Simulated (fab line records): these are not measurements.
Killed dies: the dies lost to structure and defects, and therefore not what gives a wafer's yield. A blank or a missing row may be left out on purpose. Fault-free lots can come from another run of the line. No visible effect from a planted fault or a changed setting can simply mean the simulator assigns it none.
Chamber matching :: flow nand harc :: NHARC_P_GATE_STRIP_101 on rie diel-08 has 4 sister chambers
The step strips in O2, time 20 s. 27 wafers are shown with their chamber, then 12 later ones without.

## WAFERS PAIRED WITH THEIR CHAMBERS
wafer: L076.2
chamber: 2
drypump motor current A (A): 6.0
showerhead plenum p Torr (Torr): 3.34
oes product au (a.u.): 1.005

wafer: L076.3
chamber: 1
drypump motor current A (A): 5.5
showerhead plenum p Torr (Torr): 3.69
oes product au (a.u.): 1.000

wafer: L076.6
chamber: 1
drypump motor current A (A): 5.4
showerhead plenum p Torr (Torr): 3.69
oes product au (a.u.): 1.009

wafer: L077.2
chamber: 3
drypump motor current A (A): 6.2
showerhead plenum p Torr (Torr): 3.50
oes product au (a.u.): 1.002

wafer: L077.5
chamber: 1
drypump motor current A (A): 5.4
showerhead plenum p Torr (Torr): 3.69
oes product au (a.u.): 1.005

wafer: L077.6
chamber: 0
drypump motor current A (A): 5.4
showerhead plenum p Torr (Torr): 3.61
oes product au (a.u.): 0.996

wafer: L078.1
chamber: 3
drypump motor current A (A): 6.2
showerhead plenum p Torr (Torr): 3.50
oes product au (a.u.): 1.000

wafer: L078.4
chamber: 0
drypump motor current A (A): 5.4
showerhead plenum p Torr (Torr): 3.61
oes product au (a.u.): 1.000

wafer: L078.6
chamber: 0
drypump motor current A (A): 5.4
showerhead plenum p Torr (Torr): 3.61
oes product au (a.u.): 0.997

wafer: L079.1
chamber: 3
drypump motor current A (A): 6.2
showerhead plenum p Torr (Torr): 3.50
oes product au (a.u.): 1.004

wafer: L079.3
chamber: 2
drypump motor current A (A): 6.0
showerhead plenum p Torr (Torr): 3.34
oes product au (a.u.): 1.014

wafer: L079.5
chamber: 0
drypump motor current A (A): 5.4
showerhead plenum p Torr (Torr): 3.61
oes product au (a.u.): 1.003

wafer: L082.2
chamber: 2
drypump motor current A (A): 6.0
showerhead plenum p Torr (Torr): 3.34
oes product au (a.u.): 1.009

wafer: L082.4
chamber: 0
drypump motor current A (A): 5.4
showerhead plenum p Torr (Torr): 3.61
oes product au (a.u.): 1.001

wafer: L082.6
chamber: 0
drypump motor current A (A): 5.4
showerhead plenum p Torr (Torr): 3.61
oes product au (a.u.): 1.010

wafer: L084.1
chamber: 2
drypump motor current A (A): 6.0
showerhead plenum p Torr (Torr): 3.34
oes product au (a.u.): 1.009

wafer: L084.2
chamber: 3
drypump motor current A (A): 6.2
showerhead plenum p Torr (Torr): 3.49
oes product au (a.u.): 1.003

wafer: L084.4
chamber: 0
drypump motor current A (A): 5.4
showerhead plenum p Torr (Torr): 3.61
oes product au (a.u.): 1.001

wafer: L090.2
chamber: 0
drypump motor current A (A): 5.4
showerhead plenum p Torr (Torr): 3.60
oes product au (a.u.): 1.003

wafer: L090.5
chamber: 0
drypump motor current A (A): 5.4
showerhead plenum p Torr (Torr): 3.60
oes product au (a.u.): 1.006

wafer: L090.6
chamber: 3
drypump motor current A (A): 6.2
showerhead plenum p Torr (Torr): 3.49
oes product au (a.u.): 1.004

wafer: L091.1
chamber: 1
drypump motor current A (A): 5.4
showerhead plenum p Torr (Torr): 3.68
oes product au (a.u.): 1.009

wafer: L091.3
chamber: 0
drypump motor current A (A): 5.4
showerhead plenum p Torr (Torr): 3.60
oes product au (a.u.): 0.992

wafer: L091.5
chamber: 1
drypump motor current A (A): 5.4
showerhead plenum p Torr (Torr): 3.68
oes product au (a.u.): 1.010

wafer: L092.1
chamber: 1
drypump motor current A (A): 5.4
showerhead plenum p Torr (Torr): 3.68
oes product au (a.u.): 0.998

wafer: L092.4
chamber: 0
drypump motor current A (A): 5.4
showerhead plenum p Torr (Torr): 3.60
oes product au (a.u.): 0.992

wafer: L092.6
chamber: 0
drypump motor current A (A): 5.4
showerhead plenum p Torr (Torr): 3.60
oes product au (a.u.): 1.005

SIGNATURES (averages over the wafers above)
reading: drypump motor current A
chamber 0: 5.400
chamber 1: 5.417
chamber 2: 6.000
chamber 3: 6.200
scatter within a chamber: 0.019

reading: showerhead plenum p Torr
chamber 0: 3.6058
chamber 1: 3.6850
chamber 2: 3.3400
chamber 3: 3.4960
scatter within a chamber: 0.00494

reading: oes product au
chamber 0: 1.00050
chamber 1: 1.00517
chamber 2: 1.00925
chamber 3: 1.00260
scatter within a chamber: 0.00473
Rule: for each reading, subtract the chamber's mean from the wafer's reading, divide by that reading's scatter and square the result; add these up over the readings and take the root, which gives the wafer's distance from the chamber. If the next closest chamber is less than 2 further off than the closest, the wafer can't be placed; otherwise it belongs to the closest. The scatter: the root of (the sum of the squares of (reading less its chamber's mean) over the shown wafers, divided by (wafers less chambers)).

## WAFERS WITHOUT THEIR CHAMBER
wafer: L094.3
drypump motor current A (A): 6.0
showerhead plenum p Torr (Torr): 3.34
oes product au (a.u.): 1.010

wafer: L094.4
drypump motor current A (A): 5.4
showerhead plenum p Torr (Torr): 3.60
oes product au (a.u.): 1.002

wafer: L094.6
drypump motor current A (A): 6.2
showerhead plenum p Torr (Torr): 3.49
oes product au (a.u.): 1.002

wafer: L095.1
drypump motor current A (A): 5.4
showerhead plenum p Torr (Torr): 3.68
oes product au (a.u.): 1.009

wafer: L095.4
drypump motor current A (A): 6.0
showerhead plenum p Torr (Torr): 3.34
oes product au (a.u.): 1.008

wafer: L095.5
drypump motor current A (A): 6.0
showerhead plenum p Torr (Torr): 3.33
oes product au (a.u.): 0.995

wafer: L097.3
drypump motor current A (A): 6.2
showerhead plenum p Torr (Torr): 3.49
oes product au (a.u.): 1.014

wafer: L097.4
drypump motor current A (A): 5.4
showerhead plenum p Torr (Torr): 3.60
oes product au (a.u.): 1.005

wafer: L097.6
drypump motor current A (A): 6.0
showerhead plenum p Torr (Torr): 3.34
oes product au (a.u.): 1.013

wafer: L096.2
drypump motor current A (A): 5.4
showerhead plenum p Torr (Torr): 3.60
oes product au (a.u.): 1.003

wafer: L096.3
drypump motor current A (A): 5.4
showerhead plenum p Torr (Torr): 3.68
oes product au (a.u.): 1.003

wafer: L096.6
drypump motor current A (A): 5.4
showerhead plenum p Torr (Torr): 3.60
oes product au (a.u.): 1.002

## CHAMBER TAKEN BY EACH
wafer: L094.3
from the rows above: 2
in truth: 2

wafer: L094.4
from the rows above: 0
in truth: 0

wafer: L094.6
from the rows above: 3
in truth: 3

wafer: L095.1
from the rows above: 1
in truth: 1

wafer: L095.4
from the rows above: 2
in truth: 2

wafer: L095.5
from the rows above: 2
in truth: 2

wafer: L097.3
from the rows above: 3
in truth: 3

wafer: L097.4
from the rows above: 0
in truth: 0

wafer: L097.6
from the rows above: 2
in truth: 2

wafer: L096.2
from the rows above: 0
in truth: 0

wafer: L096.3
from the rows above: 1
in truth: 1

wafer: L096.6
from the rows above: 0
in truth: 0
Correctly placed: 12 of 12. Left unplaced by these rows: 0. 0 placed wrongly.
